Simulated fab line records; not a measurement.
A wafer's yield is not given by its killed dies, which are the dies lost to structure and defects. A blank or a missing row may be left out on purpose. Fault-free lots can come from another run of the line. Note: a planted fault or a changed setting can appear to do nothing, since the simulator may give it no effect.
fab line records | flow n5-finfet
[record] lots = 7 wafers = 39
route steps=1938 shown FIN_SAQP@102 MOL_CONTACT_COAG@531
start-h: hours from the record's opening day to when the first of the lot's shown wafers began | wait-h: hours elapsed since this lot's preceding step | " same as the row above | L1.1+2: a row that stands for several wafers | - no value present, or no start provided | * or withheld: withheld | < > ~ a bound
route shown NAME@n: names a module that has steps shown in the file, with the first one's number in the route | usual: average and standard deviation across the fault-free wafers | same: alike in all rows | chamber/n: place in a boat | sites: readings site by site | _std_site: standard deviation across them | _edge_site: inner sites' mean taken away from outer sites' mean | radius-mm: for every site, how far away it sits from the centre of the wafer | mask NAME#n: copy n | behind: the tool/chamber that last shaped the wafer | hold: why the lot was held/for how many hours/how that ended | device: names the non-switching transistor (n, p or np) | end of line: tests run on the same wafers once the route is complete | step lacking rows: just its recipe | killed: count of dies lost to structure and defects at first sort (not the wafer's yield) | map: a wafer's dies, x killed, . not, _ none there
set.NAME: the run value of the setting; set.NAME@STEP: its run value at that earlier step | model.NAME: the simulator's own value behind a step, which no gauge read
lots whose settings were changed on purpose; a table a step, a row a wafer
[[steps]]
[step N5_FIN_SAQP_HM_DEP_72]
[recipe] material = SiO2 target-thk-a = 120 temp-c = 400 precursor = SiH4/N2O pressure-torr = 0.75 rf-w = 275 time-s = 7.2
// columns lot.wafer tool chamber start-h wait-h set.target-thk-a model.SiO2_of_FIN_SAQP_HM_DEP_72.thk-nm
L075.1 pecvd-01 0 26.65 0.0 120 11.98
L075.2 " 2 " " 120 12.17
L075.3 " 1 " " 120 11.86
L075.4 " 0 " " 120 12.05
L075.5 " 2 " " 120 12.35
L075.6 " 1 " " 120 12.06
L077.1 pecvd-01 0 39.40 0.0 120 12.1
L077.2 " 1 " " 120 11.83
L077.3 " 2 " " 120 12.02
L077.4 " 1 " " 120 12.09
L077.5 " 0 " " 120 12.16
L077.6 " 2 " " 120 12.35
L079.1 pecvd-04 1 51.74 0.0 111.9 11.16
L079.2 " 0 " " 120 11.66
L079.3 " 2 " " 120 11.82
L079.4 " 1 " " 111.9 11.28
L079.5 " 0 " " 120 11.84
L079.6 " 2 " " 111.9 11.23
L083.1 pecvd-04 0 75.17 0.0 120 11.67
L083.2 " 1 " " 120 11.73
L083.3 " 2 " " 120 11.83
L083.4 " 0 " " 120 11.99
L083.5 " 1 " " 120 12.27
L083.6 " 2 " " 120 11.93
L084.1 pecvd-02 1 81.23 0.0 130.9 13.06
L084.2 " 2 " " 120 11.86
L084.3 " 0 " " 130.9 12.67
L084.4 " 1 " " 130.9 13.17
L084.5 " 0 " " 120 11.82
L084.6 " 2 " " 120 11.71
L089.2 pecvd-04 2 112.50 0.0 120 11.8
L089.4 " 0 " " 120 11.76
L089.6 " 1 " " 120 12.07
L093.1 pecvd-02 0 134.81 0.0 134 13.11
L093.2 " 2 " " 134 13.16
L093.3 " 1 " " 120 11.8
L093.4 " 1 " " 120 11.95
L093.5 " 2 " " 120 12.08
L093.6 " 0 " " 134 13.26
[step N5_FIN_SAQP_COAT_49]
[recipe] resist = SOC temp-c = 250 time-s = 60 spin-rpm = 1500 resist-thk-nm = 100
[step N5_FIN_SAQP_COAT_50]
[recipe] resist = SiARC temp-c = 220 time-s = 60 spin-rpm = 1500 resist-thk-nm = 35
[step N5_FIN_SAQP_ETCH_52]
[recipe] chemistry = N2/H2 target = SOC target-depth-a = 1000 overetch-a = 200 mask-material = SiARC temp-c = 40 time-s = 150 ion-energy-ev = 200 pressure-mtorr = 30 source-w = 840 bias-w = 150 n2-flow-sccm = 200 h2-flow-sccm = 200 ends = end-point
[step N5_FIN_SAQP_STRIP_53]
[recipe] chemistry = N2/H2 temp-c = 40 n2-flow-sccm = 200 h2-flow-sccm = 200 rf-frequency-hz = 6e+07
[step N5_FIN_SAQP_HM_OPEN_73]
[recipe] chemistry = CHF3/O2 target = SiO2 stop-on = a-Si target-depth-a = 120 over-etch-frac = 1.8 mask-material = SOC time-s = 16.8 pressure-mtorr = 30 source-w = 650 bias-w = 170 Ar_flow_sccm = 200 CHF3_flow_sccm = 50 O2_flow_sccm = 5 ion-energy-ev = 200 ends = end-point
// columns lot.wafer tool chamber start-h wait-h set.target-thk-a@FIN_SAQP_HM_DEP_72 model.etch.depth-nm
L075.1 rie-diel-01 3 27.39 0.0 120 11.98
L075.2 " 1 " " 120 12.17
L075.3 " 0 " " 120 11.86
L075.4 " 3 " " 120 12.05
L075.5 " 1 " " 120 12.35
L075.6 " 0 " " 120 12.06
L077.1 rie-diel-02 3 40.06 0.0 120 12.1
L077.2 " 1 " " 120 11.83
L077.3 " 2 " " 120 12.02
L077.4 " 0 " " 120 12.09
L077.5 " 3 " " 120 12.16
L077.6 " 0 " " 120 12.35
L079.1 rie-diel-02 2 52.60 0.0 111.9 11.16
L079.2 " 1 " " 120 11.66
L079.3 " 3 " " 120 11.82
L079.4 " 2 " " 111.9 11.28
L079.5 " 3 " " 120 11.84
L079.6 " 1 " " 111.9 11.23
L083.1 rie-diel-04 2 75.97 0.0 120 11.67
L083.2 " 0 " " 120 11.73
L083.3 " 1 " " 120 11.83
L083.4 " 2 " " 120 11.99
L083.5 " 0 " " 120 12.27
L083.6 " 1 " " 120 11.93
L084.1 rie-diel-04 1 81.97 0.0 130.9 13.06
L084.2 " 3 " " 120 11.86
L084.3 " 2 " " 130.9 12.67
L084.4 " 0 " " 130.9 13.17
L084.5 " 0 " " 120 11.82
L084.6 " 1 " " 120 11.71
L089.2 rie-diel-02 1 113.24 0.0 120 11.8
L089.4 " 0 " " 120 11.76
L089.6 " 0 " " 120 12.07
L093.1 rie-diel-02 2 135.58 0.0 134 13.11
L093.2 " 3 " " 134 13.16
L093.3 " 0 " " 120 11.8
L093.4 " 1 " " 120 11.95
L093.5 " 0 " " 120 12.08
L093.6 " 1 " " 134 13.26
[step N5_MOL_CONTACT_COAG_ETCH_105]
[recipe] chemistry = CF4 target = SiARC target-depth-a = 156 mask-material = CAR-EUV time-s = 26 ion-energy-ev = 80 pressure-mtorr = 40 source-w = 545 bias-w = 36 Ar_flow_sccm = 100 cf4-flow-sccm = 100 ends = cleared
[usual] rf-vpp-V = 184.0/1.2
// columns lot.wafer tool chamber start-h wait-h set.bias-w rf-vpp-V
L075.1 rie-diel-04 2 95.05 0.0 36 183.2
L075.2 " 1 " " 36 185.2
L075.3 " 3 " " 29.24 160.3
L075.4 " 0 " " 36 184.4
L075.5 " 3 " " 29.24 162.7
L075.6 " 0 " " 29.24 159.1
L077.1 rie-diel-02 1 105.76 0.0 33.64 177.0
L077.2 " 2 " " 36 182.1
L077.3 " 3 " " 36 185.3
L077.4 " 0 " " 33.64 176.7
L077.5 " 0 " " 33.64 175.8
L077.6 " 1 " " 36 183.0
L079.1 rie-diel-04 1 118.41 0.0 36 183.4
L079.2 " 3 " " 41.31 200.2
L079.3 " 2 " " 36 183.5
L079.4 " 2 " " 41.31 201.1
L079.5 " 1 " " 41.31 202.3
L079.6 " 3 " " 36 184.3
L083.1 rie-diel-02 0 140.59 0.0 33.69 175.6
L083.2 " 2 " " 36 182.8
L083.3 " 3 " " 36 185.8
L083.4 " 1 " " 33.69 176.0
L083.5 " 2 " " 33.69 175.4
L083.6 " 1 " " 36 183.8
L084.1 rie-diel-02 1 145.27 0.0 39.79 194.5
L084.2 " 3 " " 39.79 195.9
L084.3 " 0 " " 39.79 196.4
L084.4 " 2 " " 36 182.0
L084.5 " 3 " " 36 184.7
L084.6 " 0 " " 36 183.3
L089.2 rie-diel-01 1 177.24 0.0 36 182.1
L089.4 " 3 " " 36 185.5
L089.6 " 0 " " 36 183.7
L093.1 rie-diel-01 2 200.29 0.0 36 185.8
L093.2 " 0 " " 34.22 179.0
L093.3 " 3 " " 34.22 179.7
L093.4 " 3 " " 36 186.9
L093.5 " 0 " " 36 183.4
L093.6 " 2 " " 34.22 179.1
[[key]]
[split] step = N5_FIN_SAQP_HM_DEP_72 setting = target-thk-a stated = 120 by = wafer
[response] step = N5_FIN_SAQP_HM_DEP_72 reading = model.SiO2_of_FIN_SAQP_HM_DEP_72.thk-nm change = +0.109 per = 1% r = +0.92
[response] step = N5_FIN_SAQP_HM_OPEN_73 reading = model.etch.depth-nm change = +0.109 per = 1% r = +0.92
[split] step = N5_MOL_CONTACT_COAG_ETCH_105 setting = bias-w stated = 36 by = wafer
[response] step = N5_MOL_CONTACT_COAG_ETCH_105 reading = rf-vpp-V change = +1.22 per = 1% r = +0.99
